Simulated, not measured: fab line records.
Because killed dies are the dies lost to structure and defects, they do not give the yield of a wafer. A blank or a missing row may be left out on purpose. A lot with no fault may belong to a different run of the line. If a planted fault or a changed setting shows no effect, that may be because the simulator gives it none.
Chamber matching | flow n5 finfet | N5_BEOL_M3_PRE_CLEAN_60 on cvd co-02 has 3 sister chambers
The step time 15 s. 3 wafers are shown with their chamber, then 12 later ones without.

## WAFERS, EACH WITH ITS CHAMBER
wafer  | chamber | heater power w (W)
L090.4 | 2       | 50
L090.5 | 1       | 43
L090.6 | 0       | 114

## WAFERS WITHOUT THEIR CHAMBER
wafer  | heater power w (W)
L091.2 | 116
L091.4 | 42
L091.6 | 51
L093.2 | 51
L093.4 | 43
L093.5 | 115
L094.1 | 44
L094.4 | 43
L094.5 | 51
L096.2 | 44
L096.4 | 51
L096.5 | 44

## THE CHAMBER EACH PASSED THROUGH
wafer  | from the rows above | in truth
L091.2 | 0                   | 0
L091.4 | 1                   | 1
L091.6 | 2                   | 2
L093.2 | 2                   | 2
L093.4 | 1                   | 1
L093.5 | 0                   | 0
L094.1 | 1                   | 1
L094.4 | 1                   | 1
L094.5 | 2                   | 2
L096.2 | 1                   | 1
L096.4 | 2                   | 2
L096.5 | 1                   | 1
Placed correctly: 12 of 12. Not placeable from these rows: 0. Placed wrongly: 0.
How it was worked out, from the rows above alone: a wafer's distance from a chamber is the root of the sum, over the readings, of the square of ((its reading less the chamber's mean) divided by the reading's scatter). The wafer belongs to the nearest chamber; if the next one is less than 2 further off, it can't be placed. Each chamber's mean is taken over the wafers shown for it. The scatter: root of mean squared gap, hidden wafer to nearest shown wafer, with one shown wafer a chamber.
